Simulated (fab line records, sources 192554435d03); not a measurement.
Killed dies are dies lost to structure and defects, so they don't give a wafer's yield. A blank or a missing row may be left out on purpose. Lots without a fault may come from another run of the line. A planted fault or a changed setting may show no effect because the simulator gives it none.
fab line records | flow n5_finfet
record lots=3 wafers=9 last_day=17
route steps=1938 shown MOL_CONTACT_COAG@626 BEOL_M0_SAQP@632 BEOL_M0_CUTY@710 BEOL_M4@1111 PASSIVATION@1936
lots that met no fault: from a run of the same line without faults
start_h: hours from the record's first day to the start of the lot's first wafer shown | wait_h: hours since the lot's step before | " the same as in the row above | L1.1+2: a row that stands for several wafers | - no value, or no start given | * or withheld: withheld | < > ~ a bound
route shown NAME@n: a module of which the file shows steps, and the number in the route of the first | usual: mean/standard deviation of fault-free wafers | same: alike in all rows | chamber/n: place in a boat | sites: the reading at each site | _std_site: their standard deviation | _edge_site: outer sites' mean less inner sites' | radius_mm: how far each site lies from the wafer's centre | mask NAME#n: copy n | behind: the tool/chamber that last shaped the wafer | hold: why the lot was held/for how many hours/how that ended | device: the transistor (n, p or np) that didn't switch | end of line: the same wafers' tests at the end of the route | a step without rows: its recipe alone | killed: dies lost to structure and defects at the first sort, not the wafer's yield | map: a wafer's dies, x killed, . not, _ none there
set.NAME: the setting as run; set.NAME@STEP: as run at that earlier step | model.NAME: the simulator's own value behind a step, which no gauge read
lots at some steps of the route; a table a step, a row a wafer
services: from which hour (start_h, from the record's first day; less than 0 if before it) a tool's chamber was out of use, for how many hours, and why
## steps
# step N5_MOL_CONTACT_COAG_SRD_128
# recipe dry_time_s=32 dry=n2_spin spin_rpm=1500
# step N5_MOL_CONTACT_COAG_CMP_52
# recipe stop_on=SiO2 t_overpolish_s=1.5 post_cmp_clean=w_dilute_nh4oh down_force_psi=4 platen_rpm=50.289 pad_velocity_m_s=1.0006 target_thk_nm=66.5
# step N5_MOL_CONTACT_COAG_ANNEAL_112
# recipe temp_c=400 time_s=1800 ambient=HPD2 pressure_atm=10
# step N5_BEOL_M0_SAQP_PECVD_00
# recipe material=SiCN target_thk_a=80 temp_c=withheld precursor=3MS/NH3 pressure_torr=3 rf_w=202 time_s=14
# step N5_BEOL_M0_SAQP_ILD_DEP_01
# recipe material=SiOC target_thk_a=454.19 temp_c=350 precursor=DEMS/O2 pressure_torr=5 rf_w=500 time_s=8.7
# step N5_BEOL_M0_SAQP_HM_DEP_02
# recipe material=TiN target_thk_a=120 temp_c=25 chamber_pressure_pa=0.49996
# step N5_BEOL_M0_SAQP_PECVD_03
# recipe material=SiCN target_thk_a=120 temp_c=withheld precursor=3MS/NH3 pressure_torr=3 rf_w=202 time_s=21.1
# step N5_BEOL_M0_SAQP_PECVD_96
# recipe material=a-Si target_thk_a=450 temp_c=350 precursor=SiH4/He pressure_torr=3 rf_w=100 time_s=45.2
# step N5_BEOL_M0_SAQP_PECVD_97
# recipe material=SiNx target_thk_a=230 temp_c=350 precursor=SiH4/NH3/N2 pressure_torr=1.5 rf_w=300 time_s=19.9
# step N5_BEOL_M0_SAQP_PECVD_04
# recipe material=a-Si target_thk_a=600 temp_c=350 precursor=SiH4/He pressure_torr=3 rf_w=100 time_s=60.2
# usual chamber_pressure_Torr=3.000/0.0063 heater_power_w=614/60 showerhead_plenum_p_Torr=5.66/0.036 throttle_valve_pct=18.9/1.6
# columns lot.wafer tool chamber start_h wait_h chamber_pressure_Torr heater_power_w showerhead_plenum_p_Torr throttle_valve_pct
L515.2 pecvd-03 1 122.51 0.0 3.008 490 5.65 19.3
L515.3 " 2 " " 2.999 632 5.69 16.0
L515.5 " 1 " " 2.998 510 5.67 19.6
L523.4 pecvd-03 1 169.05 0.0 3.006 553 5.66 19.7
L523.5 " 2 " " 3.007 594 5.68 16.3
L523.6 " 0 " " 2.997 672 5.64 19.0
L536.1 pecvd-01 0 248.24 0.0 3.007 627 5.69 21.5
L536.5 " 0 " " 2.994 619 5.71 21.4
L536.6 " 2 " " 2.998 540 5.58 18.5
# step N5_BEOL_M0_SAQP_HM_DEP_111
# recipe material=SiO2 target_thk_a=120 temp_c=400 precursor=SiH4/N2O pressure_torr=0.75 rf_w=275 time_s=7.2
# step N5_BEOL_M0_SAQP_COAT_81
# recipe resist=SOC temp_c=250 time_s=60 spin_rpm=1500 resist_thk_nm=100
# step N5_BEOL_M0_SAQP_COAT_82
# recipe resist=SiARC temp_c=220 time_s=60 spin_rpm=1500 resist_thk_nm=30
# step N5_BEOL_M0_SAQP_COAT_08
# recipe resist=CAR-ArF spin_rpm=1500 resist_thk_nm=90
# step N5_BEOL_M0_SAQP_EBR_10
# recipe solvent=PGMEA ebr_width_mm=1.5
# step N5_BEOL_M0_SAQP_SOFTBAKE_09
# recipe temp_c=110 time_s=60 resist=CAR-ArF
# step N5_BEOL_M0_SAQP_EXPOSE_11
# recipe mask_id=M0_CORE na=1.35 source_shape=dipole sigma_inner=0.538 sigma_outer=0.738 polarization=te target_cd_nm=42 dose_mj=55
# step N5_BEOL_M0_SAQP_PEB_12
# recipe peb_temp_c=withheld peb_time_s=60 resist=CAR-ArF
# step N5_BEOL_M0_SAQP_DEVELOP_13
# recipe develop_time_s=30 developer=TMAH resist=CAR-ArF dev_temp_c=23 rinse_liquid=diw dry=air_spin
# step N5_BEOL_M0_SAQP_DESCUM_19
# recipe chemistry=O2 time_s=7.9 source_power_w=50 bias_power_w=20 pressure_mtorr=20 rf_frequency_hz=2.712e+07 temp_c=40 resist=CAR-ArF o2_flow_sccm=225
# step N5_BEOL_M0_SAQP_ETCH_83
# recipe chemistry=CF4 target=SiARC target_depth_a=390 mask_material=CAR-ArF time_s=65 ion_energy_ev=80 pressure_mtorr=40 source_w=545 bias_w=36 Ar_flow_sccm=100 cf4_flow_sccm=100 ends=cleared
# step N5_BEOL_M0_SAQP_ETCH_84
# recipe chemistry=N2/H2 target=SOC target_depth_a=1000 overetch_a=200 mask_material=SiARC temp_c=40 time_s=150 ion_energy_ev=200 pressure_mtorr=30 source_w=840 bias_w=150 n2_flow_sccm=200 h2_flow_sccm=200
# step N5_BEOL_M0_SAQP_STRIP_80
# recipe chemistry=N2/H2 temp_c=40 n2_flow_sccm=200 h2_flow_sccm=200 rf_frequency_hz=6e+07
# step N5_BEOL_M0_SAQP_HM_OPEN_112
# recipe chemistry=CHF3/O2 target=SiO2 stop_on=a-Si target_depth_a=120 over_etch_frac=1.25 mask_material=SOC time_s=13.5 pressure_mtorr=30 source_w=650 bias_w=170 Ar_flow_sccm=200 CHF3_flow_sccm=50 O2_flow_sccm=5 ion_energy_ev=200 ends=end_point
# step N5_BEOL_M0_SAQP_STRIP_113
# recipe chemistry=CHF3/O2 resist=SiARC rf_frequency_hz=6e+07
# step N5_BEOL_M0_SAQP_MANDREL_ETCH_20
# recipe target_depth_a=600 chemistry=HBr/Cl2 target=a-Si stop_on=SiNx bt_time_s=10 mask_material=SOC over_etch_frac=0.5 time_s=30 pressure_mtorr=10 icp_w=800 bias_w=75 HBr_flow_sccm=150 Cl2_flow_sccm=80 ends=end_point
# step N5_BEOL_M0_SAQP_STRIP_86
# recipe chemistry=N2/H2 power_w=500 temp_c=40 pressure_mtorr=50 rf_frequency_hz=6e+07 overash_fraction=0.3 bias_power_w=28 h2_frac=0.5 n2_flow_sccm=300 h2_flow_sccm=300
# step N5_BEOL_M0_SAQP_STRIP_115
# recipe chemistry=post_etch_residue_remover time_s=60 temp_c=25 remover_ph=withheld remover_water_wt_pct=withheld remover_fluoride_wt_pct=withheld
# step N5_BEOL_M0_SAQP_SRD_93
# recipe dry=ipa_marangoni time_s=30 temp_c=23 rinse_liquid=diw
# step N5_BEOL_M0_SAQP_RECESS_114
# recipe chemistry=HF/NH3 target=SiO2 target_depth_a=144 afs_cycles=3 temp_c=30 sublimation_temp_c=180 sublimation_time_s=60
# step N5_BEOL_M0_SAQP_SPACER1_ALD_98
# recipe material=SiO2 target_thk_a=128 temp_c=300 ald_precursor_family=BDEAS ald_co_reactant=O2-plasma pulse_time_s=1 purge_time_s=2 co_reactant_purge_time_s=2 ald_cycles=138 pressure_torr=2
# step N5_BEOL_M0_SAQP_SPACER1_ETCHBACK_99
# recipe chemistry=CHF3/O2 mode=anisotropic_etchback target=SiO2 target_depth_a=154 time_s=7.7 pressure_mtorr=30 source_w=650 bias_w=170 Ar_flow_sccm=200 CHF3_flow_sccm=50 O2_flow_sccm=5 ion_energy_ev=200
# step N5_BEOL_M0_SAQP_MANDREL1_REMOVE_100
# recipe chemistry=HBr/Cl2/O2 bt_time_s=10 target=a-Si stop_on=SiNx endpoint=OES-SiCl over_etch_frac=0.85 icp_w=600 bias_w=30 HBr_flow_sccm=150 Cl2_flow_sccm=80 O2_flow_sccm=5 pressure_mtorr=10
# step N5_BEOL_M0_SAQP_ETCH_101
# recipe chemistry=CH3F/O2 target=SiNx mask_material=SiO2 target_depth_a=299 time_s=42.7 pressure_mtorr=30 source_w=395 bias_w=73 Ar_flow_sccm=150 CH3F_flow_sccm=30 O2_flow_sccm=20 ion_energy_ev=120
# step N5_BEOL_M0_SAQP_INSPECT_42
# recipe mode=adi inspect_instrument=brightfield
# usual raw_defect_count=294/75
# columns lot.wafer tool chamber start_h wait_h raw_defect_count
L515.2 defect_inspect-01 - 127.33 0.0 388
L515.3 " - " " 227
L515.5 " - " " 331
L523.4 defect_inspect-01 - 173.61 0.0 751
L523.5 " - " " 298
L523.6 " - " " 281
L536.1 defect_inspect-01 - 253.86 0.1 197
L536.5 " - " " 252
L536.6 " - " " 182
# step N5_BEOL_M0_CUTY_INSPECT_59
# recipe mode=adi inspect_instrument=macro
# usual raw_defect_count=2.2/1.5
# columns lot.wafer tool chamber start_h wait_h raw_defect_count
L515.2 defect_inspect-02 - 128.72 0.0 4
L515.3 " - " " 3
L515.5 " - " " 3
L523.4 defect_inspect-02 - 175.02 0.0 >300
L523.5 " - " " 1
L523.6 " - " " 4
L536.1 defect_inspect-01 - 255.30 0.0 1
L536.5 " - " " 1
L536.6 " - " " 4
# step N5_BEOL_M4_RC_MEAS_101
# usual DIBL_N=35.3/1.5 DIBL_P=35.3/1.9 IOFF_N=0.145/0.027 IOFF_P=0.20/0.033 ION_N=670/12 ION_P=462/6.8 SS_N=71.3/0.6 SS_P=73.1/0.7 VT_N=251/3.4 VT_P=-251/3.2
# columns lot.wafer tool chamber start_h wait_h DIBL_N[mV/V] DIBL_P[mV/V] IOFF_N[nA/um] IOFF_P[nA/um] ION_N[uA/um] ION_P[uA/um] SS_N[mV/dec] SS_P[mV/dec] VT_N[mV] VT_P[mV]
L515.2 prober-02 0 192.18 0.2 36.6 38.9 0.205 0.25 683 465 71.0 74.7 242 -251
L515.3 " 0 " " 33.8 35.7 0.147 0.20 672 464 71.1 73.2 248 -251
L515.5 " 0 " " 34.3 36.4 0.151 0.21 670 462 71.2 73.3 248 -252
L523.4 prober-02 0 241.56 0.5 32.5 33.7 0.116 0.19 659 465 70.3 72.5 253 -248
L523.5 " 0 " " 31.9 32.3 0.105 0.17 648 457 71.1 72.1 253 -252
L523.6 " 0 " " 34.4 33.9 0.126 0.18 656 453 71.3 72.2 256 -253
L536.1 prober-01 0 310.90 0.0 36.0 36.0 0.154 0.20 681 461 71.8 72.8 250 -250
L536.5 " 0 " " 33.1 32.6 0.111 0.16 655 454 70.7 72.1 255 -253
L536.6 " 0 " " 35.5 35.3 0.146 0.21 669 463 70.7 72.9 248 -247
# step N5_PASSIVATION_PROBE_49
# usual defect_limited_yield=91.2/1.5 killed_at_M0_to_M3=34/11 killed_at_M4_up=14/5.4 killed_at_contacts=12/5.9 killed_at_front_end=40/12 killed_at_other=4/3.3 killed_dies=103/18 killed_open=68/13 killed_short=34/7.5 sort_bin_5_function=5.1/1 sort_bin_6_memory=3.3/0.7 sort_bin_8_speed=0.03/0.27 sort_n_pass=1076/18 sort_yield_pct=91.2/1.5
# same gross_dies=1180 killed_at_back_side=0 sort_bin_4_leakage[%]=0
# columns lot.wafer tool chamber start_h wait_h defect_limited_yield[%] killed_at_M0_to_M3 killed_at_M4_up killed_at_contacts killed_at_front_end killed_at_other killed_dies killed_open killed_short sort_bin_5_function[%] sort_bin_6_memory[%] sort_bin_8_speed[%] sort_n_pass sort_yield_pct[%]
L523.4 prober-02 - 347.95 0.2 84.7 118 14 9 36 4 181 64 35 9.7 3.1 0 999 84.7
L523.5 prober-02 - 348.00 0.2 91.9 38 10 11 26 10 95 54 40 4.1 3.6 0 1085 91.9
L523.6 prober-02 - 348.05 0.3 91.2 47 14 9 26 8 104 66 38 4.8 3.4 0 1076 91.2
# killed by level:class
L523.4 BEOL_M0_SAQP:unspecified=80 FIN_SAQP:geometric_particle:short=11 STI_FIN_REVEAL:geometric_particle:open=10 MOL_CONTACT_COAG:geometric_particle:open=9 BEOL_M1:geometric_particle:open=7 BEOL_M3:geometric_particle:open=7 BEOL_M0_SAQP:geometric_particle:open=6 FIN_SAQP:geometric_particle:open=4
L523.5 BEOL_M0_SAQP:geometric_particle:short=10 FIN_SAQP:geometric_particle:short=9 BEOL_M0_SAQP:geometric_particle:open=9 MOL_CONTACT_COAG:geometric_particle:open=8 BEOL_M0:geometric_particle:short=5 BEOL_M3:geometric_particle:open=5 STI_FIN_REVEAL:geometric_particle:open=4 BEOL_M0:geometric_particle:open=4
L523.6 BEOL_M0_SAQP:geometric_particle:open=16 BEOL_M0_SAQP:geometric_particle:short=10 BEOL_M1:geometric_particle:open=8 FIN_SAQP:geometric_particle:open=6 FIN_SAQP:geometric_particle:short=6 MOL_CONTACT_COAG:geometric_particle:open=6 MIM_TOP_ETCH:geometric_particle:short=5 DUMMY_GATE:geometric_particle:open=4
# map L523.4 (x killed, . not)
_________________...........x________________
______________.................._____________
___________..xx........x....x......__________
__________.............x............_________
________.............x...........x...._______
_______.......x........................______
______..x............x..x..............._____
_____...xx.......x.x.....x....x.......x..____
____.x.....x..................x...x.......___
___.........................x.........x...x__
___.......x...........................x...x__
__..................................xxxxxxxx_
__.x.x..............x...x..........x.xxxxxxx_
_..x.........x................x..x...xxxxxxxx
_x......xx...................x.......xxxxxxxx
_.x........................x......x.xxxxxxxxx
_x........x..................x..x...xxxxxxxxx
_...x.........................x.....xxxxxxxxx
_...........x................x.....x..xxxxxx.
_..x................x.xx.......x.....x.xxxxxx
_..........................x.xx......xx....x.
__..........................x....x..x....x.._
__.x.x.....x...........xx.........x....x...._
___......x.....................xx.......xx.__
___......x....xx....x......x...............__
____.x....x...x...x.................xx....___
_____x..x...................x...x........____
______...x...x.........x......x..x....x._____
_______...x..........................x.______
________.......xxx.......x...........x_______
__________.........................._________
___________.......x................__________
______________.................._____________
_________________............________________
# map L515.2 (x killed, . not)
_________________......x.....________________
______________..........x....x.._____________
___________x.x..........x..........__________
__________....x..x..x.x............._________
________.................x.......x...._______
_______x..xxx..........x......x.x......______
______.............x.........x....x....x_____
_____....x......x.......x.......x.x....x.____
____..................x.x.....x..x........___
___......................x...............x.__
___.............x.......x.x....x...x.......__
__...........x...........x.........x.......x_
__..x..........................x............_
_.....x...x...x.x...x..x................xxx..
_.......x..x.....................x........x..
_.............x.........x...........xx.......
_..........x.......................x.xx......
_........x...........x.......................
_..............x..x...x.......x..............
_.........x.....xx.....xx.x.x...x............
_........x.......x.x......x.......x..........
__........................x................._
__....x.......x........x........x..........._
___.....................xx.................__
___.......................x.......x........__
____.xx........x........x........x.....x.x___
_____...........x...................x....____
______.......x..x.......x.x............x_____
_______........x...............x.......______
________x............................._______
__________..........x.....x........._________
___________............x..x...x..x.__________
______________x.xxx............._____________
_________________...x........________________
## services
# columns tool chamber start_h hours kind
pecvd-01 0 115.15 5.0 scheduled_down
pecvd-03 0 197.26 5.5 scheduled_down
pecvd-03 1 225.62 2.1 scheduled_down
pecvd-01 1 235.83 46.6 repair
## key
first_sign step=N5_BEOL_M0_SAQP_INSPECT_42 reading=raw_defect_count direction=up sigmas=6.1 usual=294 struck=751
effect step=N5_BEOL_M0_CUTY_INSPECT_59 reading=raw_defect_count direction=up sigmas=99+ usual=2.2 struck=>300
effect step=N5_PASSIVATION_PROBE_49 reading=killed_at_M0_to_M3 direction=up sigmas=7.5 usual=34 struck=118
more_kills_born_at N5_BEOL_M0_SAQP_PECVD_04@pecvd-03=80
met_at N5_BEOL_M0_SAQP_PECVD_04
struck_wafers L523.4
onset_between 122.51 169.05
fault kind=chamber_particle_source tool=pecvd-03 chamber=1 onset_h=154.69 steps=N5_BEOL_M0_SAQP_PECVD_04 rate_per_visit_cm2=0.76874 end_h=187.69
